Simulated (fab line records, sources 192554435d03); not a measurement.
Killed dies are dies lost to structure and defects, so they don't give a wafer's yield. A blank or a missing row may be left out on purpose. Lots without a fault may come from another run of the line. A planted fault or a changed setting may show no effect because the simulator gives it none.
Which tool did it? | flow n5_finfet | 11 lots, 33 wafers sampled, at 4 steps of a route of 1938

WHAT THE GAUGES READ, wafer by wafer
N5_MIM_TOP_LITHO_OVL_MEAS_11.
lot  | measured     | on         | MIM_TOP_OVL (nm)
L941 | day 12 11:28 | overlay-01 | 1 -5 0
L944 | day 13 04:02 | overlay-01 | -3 -1 -3
L946 | day 14 03:34 | overlay-01 | 3 5 1
L951 | day 15 00:31 | overlay-02 | 4 1 6
L953 | day 15 10:19 | overlay-01 | -10 -3 -7
L954 | day 16 08:10 | overlay-01 | 1 8 2
L958 | day 16 12:14 | overlay-01 | 8 12 13
L957 | day 16 12:46 | overlay-02 | 2 2 2
L961 | day 17 03:11 | overlay-01 | -5 -4 -6
L962 | day 17 17:46 | overlay-01 | 11 10 13
L964 | day 18 11:22 | overlay-02 | -3 0 5

N5_PASSIVATION_CD_MEAS_10: target cd 3000 nm.
lot  | measured     | on        | cd_nm (nm)
L941 | day 12 13:50 | cd_sem-02 | 2997.5 2997.8 2999.3
L944 | day 13 06:15 | cd_sem-01 | 3001.4 2998.9 3000.7
L946 | day 14 08:19 | cd_sem-01 | 3001.2 2998.0 2998.7
L951 | day 15 05:05 | cd_sem-03 | 3001.0 3001.4 3000.3
L953 | day 15 13:17 | cd_sem-03 | 3000.5 2998.7 3001.0
L954 | day 16 10:41 | cd_sem-01 | 3003.5 2998.1 3002.0
L958 | day 16 15:22 | cd_sem-01 | 2999.2 3003.4 3003.7
L957 | day 16 15:45 | cd_sem-02 | 3004.1 3000.9 3002.1
L961 | day 17 06:45 | cd_sem-03 | 2998.9 2998.8 3000.4
L962 | day 17 21:22 | cd_sem-01 | 3000.5 2998.3 2997.8
L964 | day 18 15:15 | cd_sem-01 | 3000.6 2998.4 2996.1

WHICH TOOL RAN EACH LOT (tool, then ch and the chambers of the sampled wafers, then the start)
lot  | N5_MIM_BOT_ETCH_ETCH_03           | N5_MIM_BOT_ETCH_ETCH_00
L941 | rie_metal-01 ch 0, day 12 12:28   | rie_metal-01 ch 0, day 12 12:35
L944 | rie_metal-02 ch 0,1, day 13 05:02 | rie_metal-02 ch 0,1, day 13 05:08
L946 | rie_metal-01 ch 1, day 14 04:40   | rie_metal-01 ch 1, day 14 04:45
L951 | rie_metal-03 ch 0,1, day 15 01:49 | rie_metal-03 ch 0,1, day 15 01:54
L953 | rie_metal-01 ch 0,1, day 15 11:38 | rie_metal-01 ch 0,1, day 15 11:44
L954 | rie_metal-01 ch 0,1, day 16 09:30 | rie_metal-01 ch 0,1, day 16 09:35
L958 | rie_metal-03 ch 0,1, day 16 13:29 | rie_metal-03 ch 0,1, day 16 13:35
L957 | rie_metal-02 ch 0,1, day 16 14:26 | rie_metal-02 ch 0,1, day 16 14:32
L961 | rie_metal-02 ch 0,1, day 17 04:49 | rie_metal-02 ch 0,1, day 17 04:55
L962 | rie_metal-02 ch 0,1, day 17 19:52 | rie_metal-02 ch 0,1, day 17 19:58
L964 | rie_metal-02 ch 0, day 18 12:35   | rie_metal-02 ch 0, day 18 12:46
- N5_MIM_BOT_ETCH_ETCH_03: etches the open film in Cl2/BCl3, target depth 12 nm.
- N5_MIM_BOT_ETCH_ETCH_00: etches TiN in Cl2/BCl3, target depth 45.5 nm.

WHAT THE TOOLS THEMSELVES READ (means of the sampled wafers that have a number; where no wafer has one, the mark that the record gives instead)
N5_MIM_BOT_ETCH_ETCH_03.
lot  | tool         | bcl3_flow_sccm (sccm) | bias_w (W) | drypump_motor_current_A (A) | oes_product_au (a.u.) | rf_fwd_power_W (W) | throttle_valve_pct (%)
L941 | rie_metal-01 | 80.03                 | 99.98      | 6.1                         | 0.60                  | 798.1              | 27.88
L944 | rie_metal-02 | 80.00                 | 99.86      | 5.5                         | 0.85                  | 793.0              | 27.71
L946 | rie_metal-01 | 80.31                 | 99.82      | 6.0                         | 0.69                  | 793.9              | 27.37
L951 | rie_metal-03 | 79.65                 | 99.75      | 6.1                         | 0.74                  | 794.0              | 27.80
L953 | rie_metal-01 | 80.11                 | 100.10     | 6.0                         | 0.84                  | 795.6              | 27.51
L954 | rie_metal-01 | 80.27                 | 100.23     | 6.0                         | 0.77                  | 796.0              | 27.45
L958 | rie_metal-03 | 79.93                 | 100.14     | 6.1                         | 0.74                  | 789.8              | 27.80
L957 | rie_metal-02 | 79.91                 | 99.96      | 5.5                         | 0.82                  | 790.9              | 27.72
L961 | rie_metal-02 | 79.88                 | 99.83      | 5.5                         | 0.82                  | 795.2              | 27.72
L962 | rie_metal-02 | 80.12                 | 100.15     | 5.3                         | 0.75                  | 793.1              | 27.89
L964 | rie_metal-02 | 79.87                 | 100.15     | 5.7                         | 0.88                  | 794.3              | 27.56

N5_MIM_BOT_ETCH_ETCH_00.
lot  | tool         | bcl3_flow_sccm (sccm) | bias_w (W) | drypump_motor_current_A (A) | oes_product_au (a.u.) | rf_fwd_power_W (W) | throttle_valve_pct (%)
L941 | rie_metal-01 | 21.73                 | 126.1      | 6.1                         | 0.61                  | 994                | 22.34
L944 | rie_metal-02 | 21.76                 | 126.0      | 5.5                         | 0.85                  | 994                | 21.94
L946 | rie_metal-01 | 21.75                 | 125.6      | 6.0                         | 0.70                  | 996                | 21.76
L951 | rie_metal-03 | 21.74                 | 125.7      | 6.1                         | 0.74                  | 995                | 22.18
L953 | rie_metal-01 | 21.76                 | 130.9      | 6.0                         | 0.85                  | 995                | 21.93
L954 | rie_metal-01 | 21.75                 | 136.8      | 6.0                         | 0.78                  | 995                | 21.83
L958 | rie_metal-03 | 21.77                 | 125.9      | 6.0                         | 0.74                  | 994                | 22.17
L957 | rie_metal-02 | 21.76                 | 126.4      | 5.5                         | 0.81                  | 994                | 21.97
L961 | rie_metal-02 | 21.77                 | 125.9      | 5.5                         | 0.82                  | 992                | 21.95
L962 | rie_metal-02 | 21.81                 | 125.6      | 5.3                         | 0.74                  | 991                | 22.18
L964 | rie_metal-02 | 21.72                 | 126.0      | 5.7                         | 0.87                  | 993                | 21.76

THE ANSWER, worked out from the rows above alone
Rule: what is usual is taken from the lots themselves. Put in order of their means at a reading, lots are off if they are a third of the lots or fewer, leave a main group of 4 or more, and stand apart from it by a gap of 3 or more times the standard deviation of the main group's means; of several such gaps the widest counts. A main group whose means are all the same, to the digits that the tables above print for the reading, isn't used. A lot without any number at a reading at which 4 lots or more have one is off too. The other lots that the step has rows for count as sound. The gauges are gone through in route order, then the tools' own readings, and for those a lot's mean is taken as printed above. The first step at which some lot is off is used, and at that step the reading that is off furthest; a lot without a number counts as furthest.
Off: L953, L954, at N5_MIM_BOT_ETCH_ETCH_00 (bias_w). The main group: mean 125.9 W, standard deviation 0.24.
A tool fits if, at that step or a process step before it, it ran every lot that is off, and no sound lot after the first of them. One fits: rie_metal-01 at N5_MIM_BOT_ETCH_ETCH_03 and N5_MIM_BOT_ETCH_ETCH_00. At N5_MIM_BOT_ETCH_ETCH_03 its last sound lot is L946 (day 14 04:40), its first lot that is off L953 (day 15 11:38): a fault that began between those two fits.

WHAT THE SIMULATOR HAD PUT IN
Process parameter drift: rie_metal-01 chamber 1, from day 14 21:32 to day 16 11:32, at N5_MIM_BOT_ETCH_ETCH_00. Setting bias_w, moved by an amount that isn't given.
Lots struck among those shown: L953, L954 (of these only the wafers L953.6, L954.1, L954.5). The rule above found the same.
